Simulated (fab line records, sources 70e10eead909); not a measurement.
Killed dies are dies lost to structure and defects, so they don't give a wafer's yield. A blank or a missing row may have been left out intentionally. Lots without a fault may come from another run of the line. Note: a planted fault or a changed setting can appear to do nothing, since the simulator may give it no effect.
fab line records	flow nand_harc
record lots=15	wafers=45	last_day=33
route steps=1302 shown A_CHANNEL_HOLE_D2@603 A_CHANNEL_FILL_D2@620
lots untouched by any fault: they come from a run of this same line in which no faults occurred
start_h: start of the lot's first displayed wafer, in hours after the record's first day	wait_h: hours since the lot's step before	" unchanged from the row above	L1.1+2: a row that stands for several wafers	- no value present, or no start provided	* or withheld: withheld	< > ~ a bound
route shown NAME@n: a module of which the file shows steps, and the number in the route of the first	usual: mean/standard deviation taken from wafers without a fault	same: alike in all rows	chamber/n: place in a boat	sites: readings site by site	_std_site: the values' standard deviation	_edge_site: inner sites' mean taken away from outer sites' mean	radius_mm: for every site, how far away it sits from the centre of the wafer	mask NAME#n: copy n	behind: tool/chamber where the wafer was last shaped	hold: reason for holding the lot/hours on hold/outcome of the hold	device: transistor that didn't switch, given as n, p or np	end of line: tests run on the same wafers once the route is complete	a step without rows: its recipe alone	killed: not the wafer's yield, but the dies lost to structure and defects at the first sort	map: the dies of a wafer, with x for killed, . for not killed, _ for no die there
set.NAME: the setting that was run; set.NAME@STEP: the one run at that earlier step	model.NAME: the simulator's own value behind a step, which no gauge read
a sample of lots followed through the steps of the route, with each step as a table and each wafer as a row
services: a tool's chamber out of use, with start hour (start_h, from the record's first day; less than 0 if before it), hours out, and reason
## steps
# step NHARC_A_CHANNEL_HOLE_D2_ETCH_44
# recipe target_depth_a=1400	overetch_a=140	time_s=77	ion_energy_ev=100	cf4_flow_sccm=80	o2_flow_sccm=20	ar_flow_sccm=0	rf_w=300	bias_w=100	chemistry=CF4/O2
# usual chamber_pressure_mTorr=30.001/0.025	drypump_motor_current_A=5.9/0.35	oes_ar_750_au=1.000/0.0049	oes_product_au=1.004/0.013	rf_fwd_power_W=297.9/1.2	rf_vpp_V=197.7/1.3	showerhead_plenum_p_Torr=1.33/0.046	throttle_valve_pct=13.398/0.0087
lot.wafer	tool	chamber	start_h	wait_h	chamber_pressure_mTorr	drypump_motor_current_A	oes_ar_750_au	oes_product_au	rf_fwd_power_W	rf_hours_counter_h	rf_vpp_V	showerhead_plenum_p_Torr	throttle_valve_pct
L581.3	rie_diel-07	0	286.44	0.0	29.952	6.3	0.990	0.998	298.6	5.1	199.2	1.37	13.414
L581.2	"	3	"	"	30.035	5.4	1.002	0.994	299.0	5.8	198.4	1.35	13.389
L581.6	"	0	"	"	30.052	6.3	0.991	1.012	299.1	-	199.1	1.37	13.403
L582.3	rie_diel-07	3	306.20	0.0	30.002	5.3	0.995	1.010	298.6	0.0	197.8	1.35	13.399
L582.4	"	0	"	"	30.041	6.3	0.997	1.026	297.4	0.0	197.9	1.37	13.397
L582.6	"	0	"	"	30.009	6.3	0.996	1.033	297.4	-	198.0	1.37	13.399
L583.1	rie_diel-10	3	322.77	0.1	29.978	6.1	1.002	0.993	297.7	3.9	196.6	1.25	13.420
L583.6	"	1	"	"	30.028	6.5	1.005	0.977	296.5	-	195.5	1.24	13.391
L583.5	"	2	"	"	29.996	5.9	0.994	0.992	296.3	-	195.9	1.25	13.395
L584.4	rie_diel-05	0	323.08	0.1	29.978	6.0	0.998	0.966	297.0	4.4	198.2	1.37	13.403
L584.1	"	2	"	"	29.967	5.4	1.005	0.992	297.4	4.5	198.4	1.32	13.414
L584.5	"	3	"	"	29.973	6.3	1.003	1.015	298.7	-	198.0	1.36	13.401
L585.3	rie_diel-05	2	355.87	0.1	30.011	5.4	1.002	1.004	297.0	6.4	198.1	1.32	13.398
L585.1	"	0	"	"	29.985	6.0	1.005	0.980	297.5	6.3	198.3	1.37	13.404
L585.5	"	1	"	"	30.014	5.9	1.012	1.002	298.3	-	199.9	1.40	13.409
L586.4	rie_diel-07	0	355.94	0.0	30.015	6.3	0.999	1.021	298.1	2.5	197.6	1.37	13.400
L586.1	"	1	"	"	29.993	6.0	1.008	1.000	298.6	2.0	198.1	1.33	13.399
L586.6	"	0	"	"	29.986	6.2	0.994	1.035	298.4	-	197.8	1.37	13.391
L587.2	rie_diel-07	0	371.63	0.0	29.971	6.3	0.994	1.027	298.4	4.1	198.6	1.37	13.395
L587.1	"	2	"	"	29.979	5.6	1.001	1.008	295.6	3.0	197.6	1.33	13.395
L587.5	"	1	"	"	30.038	6.0	0.995	0.982	298.9	-	197.7	1.33	13.393
L589.3	rie_diel-05	1	379.42	0.1	29.967	6.0	0.995	1.017	297.4	7.2	199.1	1.40	13.399
L589.1	"	2	"	"	30.014	5.4	0.997	1.012	296.4	8.0	198.1	1.32	13.402
L589.6	"	0	"	"	30.080	5.9	0.995	0.979	297.2	-	199.0	1.37	13.395
L588.1	rie_diel-05	0	392.41	0.1	29.959	6.0	0.997	0.984	297.7	8.8	198.5	1.37	13.393
L588.6	"	0	"	"	29.974	5.9	1.001	0.974	298.3	-	198.3	1.37	13.391
L588.4	"	2	"	"	30.031	5.4	0.995	1.005	298.1	-	197.5	1.32	13.399
L592.4	rie_diel-07	3	408.53	0.1	29.972	5.4	1.005	1.003	297.7	5.6	199.0	1.35	13.414
L592.3	"	1	"	"	30.010	6.0	1.007	1.011	299.7	6.1	196.9	1.32	13.412
L592.5	"	0	"	"	30.017	6.3	0.997	1.037	300.2	-	198.5	1.37	13.402
L591.1	rie_diel-10	2	410.27	0.1	29.993	6.0	0.999	0.999	298.1	8.0	196.2	1.25	13.402
L591.2	"	3	"	"	30.027	6.1	1.006	1.002	297.3	8.9	195.0	1.25	13.385
L591.6	"	1	"	"	30.074	6.5	0.997	0.998	298.6	-	196.3	1.24	13.409
L601.1	rie_diel-07	0	492.57	0.1	30.004	6.3	1.006	1.003	299.4	0.3	198.6	1.37	13.403
L601.4	"	1	"	"	29.998	6.0	1.005	1.001	299.3	0.3	195.4	1.32	13.396
L601.6	"	0	"	"	30.025	6.3	0.999	0.996	299.3	-	198.6	1.37	13.397
L602.2	rie_diel-07	0	521.71	0.1	30.035	6.3	1.001	1.010	297.5	1.9	199.8	1.36	13.404
L602.5	"	3	"	"	30.009	5.4	1.001	1.001	300.2	-	198.4	1.35	13.403
L602.6	"	0	"	"	29.988	6.3	0.998	1.002	296.5	-	198.9	1.36	13.389
L604.3	rie_diel-05	1	524.37	0.1	29.952	6.0	1.003	1.001	299.6	6.8	198.6	1.40	13.399
L604.1	"	2	"	"	29.993	5.4	1.001	1.012	295.5	7.2	198.7	1.32	13.407
L604.2	"	0	"	"	29.987	6.0	1.002	1.000	297.7	7.7	199.8	1.37	13.388
L603.1	rie_diel-05	0	528.53	0.1	29.995	6.0	0.996	0.994	297.2	8.1	196.9	1.37	13.407
L603.3	"	2	"	"	30.030	5.4	0.996	1.017	297.3	7.4	197.6	1.32	13.405
L603.6	"	3	"	"	29.995	6.4	1.003	1.010	298.3	-	198.0	1.36	13.405
# step NHARC_A_CHANNEL_FILL_D2_ETCHBACK_20
# recipe target_depth_a=270	time_s=13.5	c4f8_flow_sccm=withheld	o2_flow_sccm=8	ar_flow_sccm=withheld	rf_w=600	bias_w=1500	chemistry=C4F8/O2/Ar
# usual chamber_pressure_mTorr=24.998/0.019	oes_product_au=0.986/0.023	rf_fwd_power_W=587.4/2.8	rf_vpp_V=980/5.7
lot.wafer	tool	chamber	start_h	wait_h	chamber_pressure_mTorr	oes_product_au	rf_fwd_power_W	rf_hours_counter_h	rf_vpp_V
L581.2	rie_diel-01	2	314.06	-	25.004	0.919	590.4	2.2	970
L581.3	"	3	"	"	25.011	0.955	587.0	2.2	981
L581.6	"	2	"	"	24.974	0.917	588.9	-	970
L582.4	rie_diel-11	1	332.20	-	24.986	1.018	584.0	11.4	969
L582.3	"	0	"	"	25.011	1.016	586.0	9.0	989
L582.6	"	2	"	"	24.981	0.999	584.4	-	972
L583.1	rie_diel-01	1	348.84	-	25.014	1.002	585.9	2.7	984
L583.6	"	3	"	"	25.015	1.009	583.6	-	980
L583.5	"	0	"	"	24.982	0.980	592.9	-	977
L584.1	rie_diel-12	0	348.84	-	25.002	0.984	588.0	2.2	975
L584.5	"	2	"	"	24.988	1.009	590.7	-	983
L584.4	"	3	"	"	24.977	0.998	587.7	-	979
L585.3	rie_diel-12	2	381.38	-	24.999	1.011	589.8	2.5	986
L585.1	"	1	"	"	25.010	0.933	590.5	2.0	986
L585.5	"	1	"	"	24.995	0.927	589.1	-	986
L586.1	rie_diel-12	1	381.47	-	24.984	0.935	586.9	2.0	986
L586.6	"	3	"	"	24.995	0.985	585.3	-	980
L586.4	"	1	"	"	25.035	0.943	586.2	-	986
L587.1	rie_diel-01	0	396.38	-	24.978	0.997	592.9	0.0	978
L587.2	"	1	"	"	24.981	1.004	587.1	0.0	984
L587.5	"	0	"	"	25.024	0.997	591.6	-	977
L589.1	rie_diel-01	3	406.65	-	25.017	1.009	583.4	0.8	982
L589.3	"	0	"	"	25.015	1.001	593.6	0.7	977
L589.6	"	2	"	"	24.961	1.002	589.3	-	968
L588.1	rie_diel-12	2	418.62	-	24.977	0.999	589.9	3.6	985
L588.6	"	2	"	"	24.961	0.999	590.6	-	984
L588.4	"	0	"	"	24.988	0.991	587.0	-	974
L592.4	rie_diel-01	1	433.79	-	25.005	0.976	585.0	1.1	983
L592.3	"	3	"	"	25.019	1.009	584.7	1.8	981
L592.5	"	1	"	"	24.997	0.983	586.2	-	982
L591.2	rie_diel-12	1	433.81	-	24.993	0.998	589.6	3.5	987
L591.1	"	0	"	"	24.990	0.977	585.4	4.1	975
L591.6	"	2	"	"	24.987	1.005	586.3	-	984
L601.1	rie_diel-01	1	518.35	-	24.997	0.933	589.0	3.1	981
L601.6	"	3	"	"	24.998	0.934	583.9	-	981
L601.4	"	0	"	"	24.989	0.922	593.1	-	979
L604.3	rie_diel-01	2	547.38	-	25.014	0.980	590.5	5.0	970
L604.1	"	3	"	"	25.048	0.987	587.4	5.0	982
L604.2	"	1	"	"	25.006	0.989	581.6	4.4	982
L602.2	rie_diel-12	3	547.41	-	25.004	0.999	586.0	1.7	980
L602.5	"	0	"	"	24.995	0.987	587.4	-	975
L602.6	"	1	"	"	25.022	0.998	585.9	-	987
L603.3	rie_diel-12	0	551.70	-	24.989	0.985	589.7	1.9	976
L603.1	"	2	"	"	24.960	1.004	586.3	1.8	984
L603.6	"	1	"	"	24.978	0.986	588.2	-	988
# step NHARC_A_CHANNEL_FILL_D2_ANNEAL_22
# recipe temp_c=620	time_s=7200
# usual run_length_s=7228/4.4	spike_tc_bottom_C=642.1/1.2
lot.wafer	tool	chamber	start_h	wait_h	run_length_s	spike_tc_bottom_C
L581.2	furnace-01	0	321.81	3.4	7223	641.9
L581.3	"	0	"	"	7223	643.3
L581.6	"	0	"	"	7223	642.4
L582.3	furnace-01	0	340.58	3.9	7227	640.1
L582.4	"	0	"	"	7227	642.3
L582.6	"	0	"	"	7227	643.3
L583.1	furnace-03	0	356.31	3.2	7223	643.1
L583.5	"	0	"	"	7223	638.8
L583.6	"	0	"	"	7223	642.2
L584.1	furnace-03	0	356.31	3.2	7234	640.8
L584.4	"	0	"	"	7234	639.7
L584.5	"	0	"	"	7234	642.6
L585.1	furnace-04	0	389.29	3.5	7226	642.4
L585.3	"	0	"	"	7226	643.4
L585.5	"	0	"	"	7226	642.5
L586.1	furnace-04	0	389.29	3.5	7235	644.2
L586.4	"	0	"	"	7235	643.0
L586.6	"	0	"	"	7235	643.6
L587.1	furnace-04	0	404.36	3.5	7225	641.2
L587.2	"	0	"	"	7225	643.2
L587.5	"	0	"	"	7225	643.0
L589.1	furnace-01	0	414.37	3.4	7235	642.2
L589.3	"	0	"	"	7235	642.7
L589.6	"	0	"	"	7235	642.6
L588.1	furnace-04	0	426.59	3.5	7227	641.8
L588.4	"	0	"	"	7227	640.3
L588.6	"	0	"	"	7227	643.5
L591.1	furnace-01	0	441.60	3.4	7222	642.1
L591.2	"	0	"	"	7222	643.4
L591.6	"	0	"	"	7222	644.3
L592.3	furnace-01	0	441.60	3.4	7229	640.6
L592.4	"	0	"	"	7229	643.1
L592.5	"	0	"	"	7229	642.3
L601.1	furnace-01	-	526.24	3.4	-	-
L601.4	"	-	"	"	-	-
L601.6	"	-	"	"	-	-
L602.2	furnace-03	-	554.64	2.9	-	-
L602.5	"	-	"	"	-	-
L602.6	"	-	"	"	-	-
L604.1	furnace-03	0	554.64	2.9	7225	641.1
L604.2	"	0	"	"	7225	639.4
L604.3	"	0	"	"	7225	640.4
L603.1	furnace-03	-	559.01	3.0	-	-
L603.3	"	-	"	"	-	-
L603.6	"	-	"	"	-	-
# step NHARC_A_CHANNEL_FILL_D2_ALD_25
# recipe target_thk_a=600	pulse_time_s=10	ald_cycles=600	temp_c=300	material=SiOx
# usual heater_power_w=470/58	precursor_pulse_height_rel=1.001/0.021
lot.wafer	tool	chamber	start_h	wait_h	heater_power_w	precursor_pulse_height_rel
L581.2	ald_hk-03	0	325.87	0.1	536	1.006
L581.3	"	1	"	"	425	1.013
L581.6	"	1	328.94	3.1	440	1.005
L582.4	ald_hk-02	2	344.63	0.0	560	0.992
L582.3	"	3	"	"	533	0.995
L582.6	"	3	347.74	3.1	536	0.972
L584.4	ald_hk-02	3	360.36	0.0	520	1.002
L584.1	"	0	"	"	445	1.003
L584.5	"	0	363.45	3.1	429	0.997
L583.1	ald_hk-04	0	360.98	0.7	430	0.988
L583.5	"	3	362.83	2.5	457	1.014
L583.6	"	0	"	"	438	1.004
L585.1	ald_hk-04	3	393.38	0.1	461	0.995
L585.3	"	1	394.60	1.3	409	1.032
L585.5	"	0	396.42	3.1	449	0.970
L586.1	ald_hk-03	2	394.49	1.2	422	1.006
L586.4	"	0	395.71	2.4	535	0.982
L586.6	"	1	"	"	437	1.013
L587.2	ald_hk-03	3	408.45	0.1	581	0.970
L587.1	"	0	"	"	477	1.020
L587.5	"	3	410.89	2.5	562	0.976
L589.3	ald_hk-02	3	418.49	0.0	534	1.008
L589.1	"	1	419.71	1.3	499	1.008
L589.6	"	0	421.55	3.1	438	0.994
L588.4	ald_hk-03	2	431.23	0.7	409	1.014
L588.1	"	0	432.47	1.9	476	1.015
L588.6	"	2	433.71	3.2	403	1.015
L591.2	ald_hk-03	3	445.65	0.1	581	0.993
L591.1	"	1	446.87	1.3	464	1.012
L591.6	"	0	448.71	3.1	480	1.002
L592.4	ald_hk-02	3	446.27	0.7	540	0.980
L592.3	"	0	"	"	434	1.018
L592.5	"	2	448.14	2.5	564	1.012
L601.4	ald_hk-04	0	531.82	1.5	453	1.007
L601.1	"	1	"	"	398	1.002
L601.6	"	2	"	"	413	1.025
L604.1	ald_hk-04	2	558.68	0.1	401	0.984
L604.2	"	3	"	"	433	1.020
L604.3	"	0	"	"	474	1.017
L602.2	ald_hk-02	3	559.87	1.3	524	0.985
L602.6	"	1	561.10	2.5	492	0.977
L602.5	"	2	"	"	544	1.026
L603.1	ald_hk-04	3	563.11	0.1	434	1.016
L603.3	"	0	"	"	458	1.051
L603.6	"	3	565.58	2.5	433	1.001
## services
tool	chamber	start_h	hours	kind
rie_diel-12	3	264.07	2.9	repair
rie_diel-12	-	268.49	9.0	pm
rie_diel-07	-	294.20	9.0	pm
rie_diel-01	1	294.43	9.7	repair
rie_diel-01	0	294.67	4.6	repair
rie_diel-12	-	299.90	0.9	repair
rie_diel-07	1	343.06	8.8	repair
rie_diel-12	1	345.71	34.8	repair
rie_diel-07	2	366.39	3.3	repair
rie_diel-01	1	371.78	3.4	repair
rie_diel-12	0	377.73	22.0	repair
rie_diel-01	-	380.80	9.0	pm
rie_diel-12	1	394.28	4.0	repair
rie_diel-01	0	397.76	3.8	repair
rie_diel-12	3	399.81	35.5	repair
rie_diel-01	1	418.19	14.2	repair
rie_diel-07	2	428.75	9.4	repair
rie_diel-12	0	438.30	12.0	repair
rie_diel-12	1	441.44	8.5	repair
rie_diel-01	-	443.00	0.9	repair
rie_diel-12	-	445.49	9.0	pm
rie_diel-01	2	453.26	3.0	repair
rie_diel-07	0	455.11	15.3	repair
rie_diel-07	-	471.20	9.0	pm
## key
first_sign step=NHARC_A_CHANNEL_FILL_D2_ANNEAL_22	reading=tool_record	direction=missing
effect none on later readings
met_at NHARC_A_CHANNEL_FILL_D2_ANNEAL_22
struck_lots L601,L602,L603
later_rows_left_out L601.1,L601.4,L601.6,L602.2,L602.5,L602.6,L603.1,L603.3,L603.6
sort_left_out L601.1,L601.4,L601.6,L602.2,L602.5,L602.6,L603.1,L603.3,L603.6
tester_left_out L601,L602,L603
not_acting_at NHARC_A_CHANNEL_HOLE_D2_ETCH_44,NHARC_A_CHANNEL_FILL_D2_ETCHBACK_20,NHARC_A_CHANNEL_FILL_D2_ALD_25
onset_between 441.60 526.24
fault kind=skipped_step_whole	tool=furnace-01,furnace-03	chamber=-	onset_h=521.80	steps=NHARC_A_CHANNEL_FILL_D2_ANNEAL_22	scope=struck_lots_only
# tester_left_out: of these lots the tester's yield and bins aren't shown, on N5 and GAA mostly nor the transistor test; their killed dies are dies lost to structure and defects alone, not to doping, threshold or leakage, so they don't give the yield
# sort_left_out: the simulated sort isn't trusted on such a fault, so these wafers' sort isn't shown, and their yield isn't known
# later_rows_left_out: the simulator's readings of these wafers behind a module that went badly wrong aren't trusted and aren't shown, but for the sort
